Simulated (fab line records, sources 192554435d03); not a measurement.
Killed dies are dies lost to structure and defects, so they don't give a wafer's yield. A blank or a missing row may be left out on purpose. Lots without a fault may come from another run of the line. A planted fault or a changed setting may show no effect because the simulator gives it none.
fab line records | flow n5_finfet
record lots=11 wafers=32 last_day=20
route steps=1938 shown BEOL_M4@1111 BEOL_M11@1581 PASSIVATION@1936
lots that met no fault: from a run of the same line without faults
start_h: hours from the record's first day to the start of the lot's first wafer shown | wait_h: hours since the lot's step before | " the same as in the row above | L1.1+2: a row that stands for several wafers | - no value, or no start given | * or withheld: withheld | < > ~ a bound
route shown NAME@n: a module of which the file shows steps, and the number in the route of the first | usual: mean/standard deviation of fault-free wafers | same: alike in all rows | chamber/n: place in a boat | sites: the reading at each site | _std_site: their standard deviation | _edge_site: outer sites' mean less inner sites' | radius_mm: how far each site lies from the wafer's centre | mask NAME#n: copy n | behind: the tool/chamber that last shaped the wafer | hold: why the lot was held/for how many hours/how that ended | device: the transistor (n, p or np) that didn't switch | end of line: the same wafers' tests at the end of the route | a step without rows: its recipe alone | killed: dies lost to structure and defects at the first sort, not the wafer's yield | map: a wafer's dies, x killed, . not, _ none there
set.NAME: the setting as run; set.NAME@STEP: as run at that earlier step | model.NAME: the simulator's own value behind a step, which no gauge read
steps of the route over a sample of lots; a table a step, a row a wafer
services: from which hour (start_h, from the record's first day; less than 0 if before it) a tool's chamber was out of use, for how many hours, and why
## steps
# step N5_BEOL_M4_RC_MEAS_101
# usual DIBL_N=36.5/2.1 DIBL_P=36.6/2.6 IOFF_N=0.17/0.044 IOFF_P=0.21/0.048 ION_N=674/17 ION_P=462/9.5 SS_N=71.6/0.77 SS_P=73.5/0.72 VT_N=250/4.2 VT_P=-250/3.9
# columns lot.wafer tool chamber start_h wait_h DIBL_N[mV/V] DIBL_P[mV/V] IOFF_N[nA/um] IOFF_P[nA/um] ION_N[uA/um] ION_P[uA/um] SS_N[mV/dec] SS_P[mV/dec] VT_N[mV] VT_P[mV]
L832.3 prober-02 0 217.95 0.3 33.3 32.4 0.09 0.16 644 452 70.7 71.9 259 -254
L832.5 " 0 " " 38.8 39.3 0.19 0.26 676 469 71.5 74.8 250 -247
L832.6 " 0 " " 31.5 30.2 0.08 0.13 636 452 70.1 72.3 262 -256
L836.1 prober-02 0 236.60 0.0 34.7 35.1 0.13 0.16 675 459 70.9 73.1 255 -254
L836.4 " 0 " " 36.8 38.1 0.17 0.21 687 468 71.0 73.9 249 -252
L836.6 " 0 " " 32.4 33.0 0.10 0.15 657 460 70.7 71.7 254 -254
L839.2 prober-02 0 250.70 0.2 35.6 36.7 0.16 0.20 667 461 71.5 73.4 247 -250
L839.4 " 0 " " 36.0 35.2 0.15 0.17 651 445 72.3 73.0 253 -253
L839.5 " 0 " " 32.7 32.9 0.11 0.16 653 454 70.0 73.2 254 -254
L838.2 prober-02 0 257.03 0.2 35.0 34.2 0.13 0.15 644 440 71.1 72.1 253 -258
L838.3 " 0 " " 42.0 43.0 0.28 0.29 704 470 73.0 74.2 241 -251
L838.4 " 0 " " 34.9 33.9 0.13 0.16 676 457 71.1 73.0 249 -253
L837.1 prober-01 0 261.62 0.0 39.1 39.4 0.21 0.24 694 469 72.9 74.1 247 -248
L837.3 " 0 " " 37.9 39.1 0.18 0.23 666 461 72.4 73.7 250 -251
L837.6 " 0 " " 34.6 33.8 0.12 0.17 664 457 70.8 73.6 255 -254
L841.1 prober-01 0 270.26 0.0 37.4 37.5 0.16 0.22 680 464 71.7 73.9 251 -249
L841.4 " 0 " " 37.1 36.5 0.14 0.21 658 465 72.3 73.2 254 -248
L841.6 " 0 " " 35.6 34.6 0.12 0.18 665 464 71.1 72.7 255 -251
L843.2 prober-02 0 300.01 0.2 37.6 39.6 0.18 0.24 667 456 72.1 74.0 250 -249
L843.4 " 0 " " 33.3 33.2 0.12 0.15 664 453 70.7 72.2 253 -255
L843.6 " 0 " " 38.7 41.4 0.20 0.28 664 460 72.3 74.4 247 -250
L846.2 prober-02 0 300.94 0.7 35.9 32.5 0.13 0.17 642 446 70.9 72.0 254 -252
L846.6 " 0 " " 33.9 32.2 0.11 0.17 643 449 70.0 71.7 252 -249
L850.3 prober-01 0 317.52 0.3 36.3 36.1 0.14 0.17 664 456 72.5 73.6 254 -256
L850.4 " 0 " " 35.3 36.4 0.12 0.16 657 451 72.1 72.6 256 -257
L850.6 " 0 " " 35.6 35.6 0.12 0.15 648 443 71.6 73.0 254 -259
L849.1 prober-01 0 323.65 0.0 36.8 35.2 0.14 0.17 642 446 71.7 73.2 255 -254
L849.3 " 0 " " 39.7 40.8 0.23 0.27 699 477 72.2 73.9 247 -245
L849.5 " 0 " " 41.3 41.4 0.27 0.28 686 459 73.6 74.2 246 -251
L854.1 prober-01 0 349.42 0.0 34.9 36.2 0.12 0.17 664 459 71.3 73.3 257 -256
L854.4 " 0 " " 37.3 38.6 0.16 0.21 671 469 71.8 74.0 252 -251
L854.6 " 0 " " 35.3 35.4 0.13 0.16 666 453 71.5 72.8 255 -258
# step N5_BEOL_M11_OCD_MEAS_38
# usual trench_depth_nm=148/3.8
# columns lot.wafer tool chamber start_h wait_h trench_depth_nm
L832.3 ocd-01 - 276.30 - 149
L832.5 " - " " 148
L832.6 " - " " 148
L836.1 ocd-01 - 299.40 - 143
L836.4 " - " " 149
L836.6 " - " " 146
L839.2 ocd-02 - 312.31 - 147
L839.4 " - " " 143
L839.5 " - " " 141
L837.1 ocd-02 - 321.10 - 150
L837.3 " - " " 149
L837.6 " - " " 150
L838.2 ocd-01 - 330.33 - 144
L838.3 " - " " 148
L838.4 " - " " 150
L841.1 ocd-01 - 332.03 - 151
L841.4 " - " " 148
L841.6 " - " " 147
L846.2 ocd-02 - 361.87 - 151
L846.6 " - " " 146
L843.2 ocd-02 - 362.67 - 150
L843.4 " - " " 145
L843.6 " - " " 154
L850.3 ocd-01 - 385.03 - 149
L850.4 " - " " 147
L850.6 " - " " 149
L849.1 ocd-02 - 385.16 - 150
L849.3 " - " " 147
L849.5 " - " " 146
L854.1 ocd-01 - 419.80 - 143
L854.4 " - " " 149
L854.6 " - " " 150
# step N5_BEOL_M11_DEGAS_44
# recipe ambient=vacuum temp_c=250 time_s=60
# usual heater_power_w=328/22
# columns lot.wafer tool chamber start_h wait_h heater_power_w
L832.3 pvd_sputter-02 - 276.84 0.2 285
L832.5 " - " " 317
L832.6 " - " " 287
L836.1 pvd_sputter-02 - 299.94 0.3 320
L836.4 " - " " 285
L836.6 " - " " 287
L839.2 pvd_sputter-02 - 313.07 0.5 320
L839.4 " - " " 345
L839.5 " - " " 349
L837.1 pvd_sputter-03 - 321.69 0.3 358
L837.3 " - " " 317
L837.6 " - " " 336
L838.2 pvd_sputter-01 - 330.93 0.3 303
L838.3 " - " " 334
L838.4 " - " " 365
L841.1 pvd_sputter-02 - 332.90 0.6 309
L841.4 " - " " 315
L841.6 " - " " 315
L846.2 pvd_sputter-01 - 362.79 0.5 369
L846.6 " - " " 337
L843.2 pvd_sputter-03 - 364.29 1.2 355
L843.4 " - " " 335
L843.6 " - " " 333
L850.3 pvd_sputter-01 - 385.71 0.3 342
L850.4 " - " " 302
L850.6 " - " " 363
L849.1 pvd_sputter-01 - 385.87 0.5 367
L849.3 " - " " 332
L849.5 " - " " 335
L854.1 pvd_sputter-03 - 420.52 0.5 321
L854.4 " - " " 353
L854.6 " - " " 337
# step N5_BEOL_M11_ANNEAL_51
# recipe temp_c=225 time_s=90 ambient=N2
# usual anneal_temp_c=224.97/0.18 wafer_temp_C_max=225.9/0.34
# columns lot.wafer tool chamber start_h wait_h anneal_temp_c wafer_temp_C_max
L832.3 rtp_anneal-01 0 279.36 0.1 224.71 225.8
L832.5 " 0 " " 224.60 225.6
L832.6 " 0 " " 224.74 225.7
L836.1 rtp_anneal-02 0 301.35 0.1 225.02 226.3
L836.4 " 0 " " 224.94 226.5
L836.6 " 0 " " 224.89 226.3
L839.2 rtp_anneal-01 0 314.50 0.5 224.84 225.6
L839.4 " 0 " " 224.91 225.4
L839.5 " 0 " " 224.86 225.7
L837.1 rtp_anneal-02 0 322.83 0.3 224.73 226.2
L837.3 " 0 " " 225.10 225.7
L837.6 " 0 " " 225.04 226.1
L838.2 rtp_anneal-02 0 332.39 0.2 225.04 225.9
L838.3 " 0 " " 224.74 226.0
L838.4 " 0 " " 224.96 226.5
L841.1 rtp_anneal-01 0 334.05 0.1 225.09 225.8
L841.4 " 0 " " 224.79 226.1
L841.6 " 0 " " 225.06 225.6
L846.2 rtp_anneal-01 0 364.74 0.8 224.60 226.4
L846.6 " 0 " " 224.97 225.6
L843.2 rtp_anneal-02 0 365.45 0.3 224.71 226.3
L843.4 " 0 " " 224.64 226.0
L843.6 " 0 " " 224.82 226.3
L850.3 rtp_anneal-01 0 387.62 0.1 224.94 225.5
L850.4 " 0 " " 225.06 225.6
L850.6 " 0 " " 225.16 225.9
L849.1 rtp_anneal-01 0 387.80 0.3 224.93 225.8
L849.3 " 0 " " 224.79 225.9
L849.5 " 0 " " 225.02 225.7
L854.1 rtp_anneal-02 0 421.67 0.1 224.96 226.6
L854.4 " 0 " " 225.00 226.0
L854.6 " 0 " " 224.92 226.1
# step N5_BEOL_M11_DEP_56
# recipe material=SiCN target_thk_a=300 temp_c=withheld precursor=3MS/NH3 pressure_torr=3 rf_w=675 time_s=10.5
# usual chamber_pressure_Torr=3.000/0.0066 rf_fwd_power_W=666.9/2.9 showerhead_plenum_p_Torr=4.162/0.028 throttle_valve_pct=18.6/1.5
# columns lot.wafer tool chamber start_h wait_h chamber_pressure_Torr rf_fwd_power_W showerhead_plenum_p_Torr throttle_valve_pct
L832.3 pecvd-01 1 279.92 0.0 2.996 666.0 4.165 17.9
L832.5 " 1 " " 3.000 662.9 4.154 18.2
L832.6 " 0 " " 2.996 672.9 4.149 18.9
L836.1 pecvd-04 2 302.00 0.0 3.012 668.5 4.113 17.6
L836.4 " 0 " " 3.010 666.4 4.211 18.7
L836.6 " 1 " " 2.989 662.4 4.160 22.2
L839.2 pecvd-04 1 315.11 0.0 2.998 666.4 4.169 22.3
L839.4 " 1 " " 3.005 667.0 4.157 22.3
L839.5 " 0 " " 3.001 667.2 4.211 18.3
L837.1 pecvd-04 1 323.48 0.0 3.000 663.2 4.153 22.3
L837.3 " 0 " " 2.995 661.8 4.196 18.6
L837.6 " 1 " " 3.002 666.1 4.166 21.9
L838.2 pecvd-01 2 333.00 0.0 2.999 668.5 4.167 17.3
L838.3 " 0 " " 2.997 669.6 4.148 18.9
L838.4 " 2 " " 2.999 668.4 4.168 17.2
L841.1 pecvd-04 1 334.70 0.0 3.003 660.6 4.160 22.4
L841.4 " 2 " " 3.000 667.2 4.113 17.8
L841.6 " 0 " " 2.994 665.3 4.202 18.5
L846.2 pecvd-01 0 365.35 0.0 2.998 668.5 4.158 19.3
L846.6 " 0 " " 3.000 666.5 4.135 19.1
L843.2 pecvd-01 1 366.07 0.0 - - - -
L843.4 " 0 " " - - - -
L843.6 " 1 " " - - - -
L850.3 pecvd-02 2 388.19 0.0 - - - -
L850.4 " 1 " " - - - -
L850.6 " 0 " " - - - -
L849.1 pecvd-01 0 388.64 0.0 - - - -
L849.3 " 1 " " - - - -
L849.5 " 2 " " - - - -
L854.1 pecvd-02 2 422.38 0.0 2.994 665.0 4.187 16.3
L854.4 " 2 " " 3.007 664.8 4.187 16.4
L854.6 " 0 " " 2.997 671.4 4.192 18.6
# step N5_PASSIVATION_PROBE_49
# usual defect_limited_yield=91.2/1.5 killed_at_M0_to_M3=36/10 killed_at_M4_up=14/5.2 killed_at_contacts=12/6 killed_at_front_end=37/10 killed_at_other=4/3.3 killed_dies=104/18 killed_on_rim=14/4.1 killed_open=68/14 killed_short=34/7.4 sort_bin_4_leakage=0.01/0.04 sort_bin_5_function=5.2/1 sort_bin_6_memory=3.3/0.7 sort_bin_8_speed=0.01/0.045 sort_n_pass=1076/18 sort_yield_pct=91.2/1.5
# same gross_dies=1180 killed_at_back_side=0
# columns lot.wafer tool chamber start_h wait_h defect_limited_yield[%] killed_at_M0_to_M3 killed_at_M4_up killed_at_contacts killed_at_front_end killed_at_other killed_dies killed_on_rim killed_open killed_short sort_bin_4_leakage[%] sort_bin_5_function[%] sort_bin_6_memory[%] sort_bin_8_speed[%] sort_n_pass sort_yield_pct[%]
L837.1 prober-01 - 362.77 0.0 88.0 37 13 16 72 4 142 22 102 40 0 6.7 4.9 0 1038 88.0
L837.3 prober-01 - 362.87 0.1 88.6 47 10 23 51 3 134 16 85 49 0 6.4 4.2 0 1046 88.6
L837.6 prober-01 - 363.02 0.3 92.0 23 9 20 39 3 94 17 58 35 0 4.5 3.1 0 1086 92.0
L841.4 prober-01 - 375.75 0.2 93.1 24 16 7 34 1 82 7 50 31 0 3.6 3.1 0 1098 93.1
L838.2 prober-01 - 378.03 0.1 91.7 28 11 13 42 4 98 14 64 32 0 4.7 3.0 0.34 1078 91.4
L838.3 prober-01 - 378.08 0.1 89.9 39 25 12 39 4 119 15 88 30 0.17 6.0 3.7 0 1059 89.7
L838.4 prober-01 - 378.13 0.2 92.2 24 18 8 37 5 92 17 59 32 0 4.7 3.0 0 1088 92.2
L846.2 prober-01 - 399.11 0.1 90.3 49 10 7 40 8 114 12 75 31 0 5.1 3.6 0.25 1063 90.1
L846.6 prober-01 - 399.31 0.3 94.1 23 13 3 28 3 70 14 49 20 0 4.1 1.8 0.17 1108 93.9
L843.2 prober-02 - 419.64 0.1 0 24 1100 25 29 2 1180 152 55 36 0 95.7 4.0 0 0 0
L843.4 prober-02 - 419.74 0.2 0 30 1094 9 43 4 1180 152 60 47 0 96.1 3.7 0 0 0
L843.6 prober-02 - 419.84 0.3 0 35 1098 17 28 2 1180 152 75 28 0 96.4 3.4 0 0 0
L850.3 prober-01 - 439.15 0.1 0 40 1103 3 29 5 1180 152 55 34 0 96.5 3.2 0 0 0
L850.4 prober-01 - 439.20 0.2 0 38 1084 6 45 7 1180 152 73 50 0 95.3 4.6 0 0 0
L850.6 prober-01 - 439.30 0.3 0 47 1074 9 48 2 1180 152 65 51 0 95.9 3.9 0 0 0
L849.1 prober-02 - 439.42 0.0 0 50 1066 10 46 8 1180 152 91 36 0 96.0 3.6 0 0 0
L849.3 prober-02 - 439.52 0.1 0 40 1075 16 45 4 1180 152 86 28 0 97.2 2.5 0 0 0
L849.5 prober-02 - 439.62 0.2 0 46 1092 7 29 6 1180 152 68 29 0 96.9 2.5 0 0 0
# killed by level:class
L837.1 FIN_SAQP:geometric_particle:open=23 STI_FIN_REVEAL:geometric_particle:open=23 MOL_CONTACT_COAG:geometric_particle:open=12 FIN_SAQP:geometric_particle:short=11 BEOL_M2:geometric_particle:open=9 BEOL_M0_SAQP:geometric_particle:short=7 BEOL_M3:geometric_particle:open=6 STARTING-WAFER:geometric_particle:open=5
L837.3 FIN_SAQP:geometric_particle:open=19 MOL_CONTACT_COAG:geometric_particle:open=15 BEOL_M2:geometric_particle:open=14 FIN_SAQP:geometric_particle:short=12 BEOL_M0_SAQP:geometric_particle:short=10 MOL_CONTACT_COAG:geometric_particle:short=8 ILD0:geometric_particle:short=7 BEOL_M0_SAQP:geometric_particle:open=6
L837.6 MOL_CONTACT_COAG:geometric_particle:open=15 BEOL_M3:geometric_particle:open=9 FIN_SAQP:geometric_particle:short=8 STI_FIN_REVEAL:geometric_particle:open=7 FIN_SAQP:geometric_particle:open=6 GATE_CUT:geometric_particle:short=5 MOL_CONTACT_COAG:geometric_particle:short=5 DUMMY_GATE:geometric_particle:short=4
L841.4 FIN_SAQP:geometric_particle:short=15 FIN_SAQP:geometric_particle:open=8 BEOL_M0_SAQP:geometric_particle:open=7 MOL_CONTACT_COAG:geometric_particle:open=6 BEOL_M0_SAQP:geometric_particle:short=6 BEOL_M3:geometric_particle:open=6 BEOL_M4:geometric_particle:open=6 STARTING-WAFER:geometric_particle:short=3
L838.2 FIN_SAQP:geometric_particle:short=15 BEOL_M2:geometric_particle:open=13 FIN_SAQP:geometric_particle:open=11 MOL_CONTACT_COAG:geometric_particle:open=11 STI_FIN_REVEAL:geometric_particle:open=8 BEOL_M3:geometric_particle:open=6 BEOL_M0_SAQP:geometric_particle:short=4 BEOL_M0_SAQP:geometric_particle:open=3
L838.3 BEOL_M4:geometric_particle:open=16 MOL_CONTACT_COAG:geometric_particle:open=10 BEOL_M0_SAQP:geometric_particle:open=9 BEOL_M2:geometric_particle:open=9 FIN_SAQP:geometric_particle:open=8 STI_FIN_REVEAL:geometric_particle:open=8 BEOL_M1:geometric_particle:open=7 FIN_SAQP:geometric_particle:short=6
L838.4 STI_FIN_REVEAL:geometric_particle:open=8 BEOL_M0_SAQP:geometric_particle:short=7 MOL_CONTACT_COAG:geometric_particle:open=6 BEOL_M0_SAQP:geometric_particle:open=6 BEOL_M4:geometric_particle:open=6 DUMMY_GATE:geometric_particle:open=5 GATE_CUT:geometric_particle:short=5 BEOL_M3:geometric_particle:open=4
L846.2 BEOL_M0_SAQP:geometric_particle:open=15 BEOL_M3:geometric_particle:open=11 BEOL_M0_SAQP:geometric_particle:short=8 HKMG_FIN:area_etch=8 MOL_CONTACT_COAG:geometric_particle:open=7 FIN_SAQP:geometric_particle:open=6 BEOL_M4:geometric_particle:open=6 STI_FIN_REVEAL:geometric_particle:open=5
L846.6 BEOL_M0_SAQP:geometric_particle:open=7 BEOL_M3:geometric_particle:open=7 FIN_SAQP:geometric_particle:open=6 BEOL_M4:geometric_particle:open=6 GATE_CUT:geometric_particle:short=5 STI_FIN_REVEAL:geometric_particle:open=4 BEOL_M0_SAQP:geometric_particle:short=4 FIN_SAQP:geometric_particle:short=3
L843.2 BEOL_M11:area_dep=1088 MOL_CONTACT_COAG:geometric_particle:open=20 FIN_SAQP:geometric_particle:short=5 MOL_CONTACT_COAG:geometric_particle:short=5 BEOL_M0_SAQP:geometric_particle:open=5 BEOL_M3:geometric_particle:short=5 DUMMY_GATE:geometric_particle:open=4 BEOL_M5:geometric_particle:short=4
L843.4 BEOL_M11:area_dep=1073 FIN_SAQP:geometric_particle:open=13 BEOL_M0_SAQP:geometric_particle:open=9 BEOL_M0_SAQP:geometric_particle:short=9 MOL_CONTACT_COAG:geometric_particle:open=6 BEOL_M5:geometric_particle:short=6 FIN_SAQP:geometric_particle:short=5 ILD0:geometric_particle:short=5
L843.6 BEOL_M11:area_dep=1077 MOL_CONTACT_COAG:geometric_particle:open=15 BEOL_M0_SAQP:geometric_particle:open=15 DUMMY_GATE:geometric_particle:open=7 BEOL_M4:geometric_particle:open=7 BEOL_M3:geometric_particle:open=6 BEOL_M0_SAQP:geometric_particle:short=6 FIN_SAQP:geometric_particle:open=5
L850.3 BEOL_M11:area_dep=1091 BEOL_M0_SAQP:geometric_particle:short=11 FIN_SAQP:geometric_particle:open=10 BEOL_M3:geometric_particle:open=9 DUMMY_GATE:geometric_particle:open=7 BEOL_M0_SAQP:geometric_particle:open=7 BEOL_M1:geometric_particle:open=5 FIN_SAQP:geometric_particle:short=3
L850.4 BEOL_M11:area_dep=1057 BEOL_M4:geometric_particle:open=12 BEOL_M4:geometric_particle:short=12 BEOL_M0_SAQP:geometric_particle:open=11 FIN_SAQP:geometric_particle:short=10 FIN_SAQP:geometric_particle:open=9 BEOL_M0_SAQP:geometric_particle:short=8 BEOL_M3:geometric_particle:open=6
L850.6 BEOL_M11:area_dep=1064 BEOL_M0_SAQP:geometric_particle:short=19 BEOL_M0_SAQP:geometric_particle:open=13 FIN_SAQP:geometric_particle:open=11 DUMMY_GATE:geometric_particle:open=10 FIN_SAQP:geometric_particle:short=9 MOL_CONTACT_COAG:geometric_particle:open=6 BEOL_M5:geometric_particle:open=5
L849.1 BEOL_M11:area_dep=1052 BEOL_M2:geometric_particle:open=20 STI_FIN_REVEAL:geometric_particle:open=15 BEOL_M1:geometric_particle:open=11 MOL_CONTACT_COAG:geometric_particle:open=8 FIN_SAQP:geometric_particle:open=7 BEOL_M0_SAQP:geometric_particle:open=6 BEOL_M0_SAQP:geometric_particle:short=5
L849.3 BEOL_M11:area_dep=1066 BEOL_M1:geometric_particle:open=15 MOL_CONTACT_COAG:geometric_particle:open=12 BEOL_M2:geometric_particle:open=11 STI_FIN_REVEAL:geometric_particle:open=10 FIN_SAQP:geometric_particle:open=9 BEOL_M3:geometric_particle:open=6 FIN_SAQP:geometric_particle:short=4
L849.5 BEOL_M11:area_dep=1081 BEOL_M0_SAQP:geometric_particle:short=8 BEOL_M1:geometric_particle:open=8 BEOL_M2:geometric_particle:open=8 BEOL_M3:geometric_particle:open=8 MOL_CONTACT_COAG:geometric_particle:open=6 BEOL_M0_SAQP:geometric_particle:open=6 FIN_SAQP:geometric_particle:open=5
## services
# columns tool chamber start_h hours kind
pecvd-02 - 270.32 28.1 pm
pecvd-01 - 295.80 14.6 pm
pecvd-02 1 319.53 5.5 scheduled_down
rtp_anneal-02 - 363.38 1.3 repair
pecvd-01 1 366.46 4.7 repair
pecvd-04 1 382.92 3.5 repair
pecvd-04 1 386.68 - clean
pecvd-04 1 386.68 - consumable_replace:showerhead
pecvd-04 1 386.68 29.0 scheduled_down
pecvd-04 1 386.68 29.0 vent_cycle
pvd_sputter-01 - 393.50 73.0 repair
pecvd-01 - 413.47 2.8 pm
## key
first_sign step=N5_BEOL_M11_DEP_56 reading=tool_record direction=missing
effect step=N5_PASSIVATION_PROBE_49 reading=killed_at_M4_up direction=up sigmas=99+ usual=14 struck=1087
more_kills_born_at N5_BEOL_M11_DEP_56@pecvd-01=6437 N5_BEOL_M11_DEP_56@pecvd-02=3212
met_at N5_BEOL_M11_DEP_56
struck_lots L843,L849,L850
later_rows_left_out L843.2,L843.4,L843.6,L849.1,L849.3,L849.5,L850.3,L850.4,L850.6
not_acting_at N5_BEOL_M11_OCD_MEAS_38,N5_BEOL_M11_DEGAS_44,N5_BEOL_M11_ANNEAL_51
onset_between 365.35 366.07
fault kind=skipped_step_whole tool=pecvd-01,pecvd-02 chamber=- onset_h=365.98 steps=N5_BEOL_M11_DEP_56 scope=struck_lots_only
# later_rows_left_out: the simulator's readings of these wafers behind a module that went badly wrong aren't trusted and aren't shown, but for the sort
